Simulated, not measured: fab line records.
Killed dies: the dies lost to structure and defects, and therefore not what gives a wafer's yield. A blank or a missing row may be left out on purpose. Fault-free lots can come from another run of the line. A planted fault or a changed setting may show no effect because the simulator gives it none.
2 desks looking at one fault -- flow nand_harc -- each desk holds nothing but its own numbers, with what lay behind them at the end

== THE DEFECT DESK ==
Lot by lot, what the route's inspections counted, given as the mean of those sampled wafers with a number. A lot is out of limits, marked OUT, if its mean lies more than 4 standard deviations from the usual mean; the brackets give that distance.
Columns: A = raw_defect_count at NHARC_P_STI_INSPECT_25, usual 218
lot,first seen here,A
L612,day 3 17:18,239
L613,day 4 02:38,175
L614,day 4 09:59,264
L615,day 4 21:53,168
L617,day 4 21:53,166
L618,day 5 18:19,222
L620,day 6 05:58,195
L622,day 7 09:11,186
L623,day 7 09:11,167
L626,day 8 03:01,258
L630,day 8 03:01,200
L629,day 8 03:02,315
L633,day 9 00:58,247
L634,day 9 00:58,383
This desk's verdict: no lot among the 14 shows anything out of limits.

== FROM THE METROLOGY DESK ==
Lot by lot, what the gauges showed, no matter which tool ran the lot: averages of those sampled wafers that carry a number. A lot is out of limits, marked OUT, if its mean lies more than 4 standard deviations from the usual mean; the brackets give that distance.
Columns: A = cd_nm at NHARC_P_STI_CD_MEAS_16, usual 198.4 nm; B = cd_nm at NHARC_P_GATE_CD_MEAS_26, usual 119.9 nm
lot,first seen here,A,B
L612,day 2 11:38,195.8,119.9
L613,day 2 18:44,199.7,120.0
L614,day 3 01:56,198.7,119.9
L615,day 3 09:23,201.6,119.5
L617,day 3 17:35,200.9,120.3
L618,day 4 02:38,196.3,119.4
L620,day 4 14:16,196.6,119.7
L623,day 5 02:12,197.2,119.7
L622,day 5 02:16,198.6,119.6
L626,day 6 06:12,197.9,119.4
L630,day 6 21:58,196.8,110.9 (-16) OUT
L629,day 6 22:07,198.1,112.0 (-14) OUT
L633,day 7 20:41,198.2,120.0
L634,day 7 20:51,198.7,120.1
Finding of this desk: L629, L630 out of limits; the first was L629 at day 9 03:01, on cd_nm at NHARC_P_GATE_CD_MEAS_26. In limits: L612, L613, L614, L615, L617, L618, L620, L623, L622, L626, L633, L634.

== TAKEN TOGETHER ==
The metrology desk could have raised an alarm at day 9 03:01, on L629, L630.
Nothing out of limits was seen by the defect desk.
The defect desk has L629, L630 on record, within its limits.
The lots listed all ran NHARC_P_GATE_EXPOSE_23 on arfi_scanner-03.

== WHAT THE SIMULATOR HAD PUT IN ==
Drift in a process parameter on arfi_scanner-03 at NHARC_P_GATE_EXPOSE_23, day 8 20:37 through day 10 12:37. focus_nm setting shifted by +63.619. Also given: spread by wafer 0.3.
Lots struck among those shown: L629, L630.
Per desk, hours elapsed from the start of the fault to the first reading out of limits: for the metrology desk, 6.
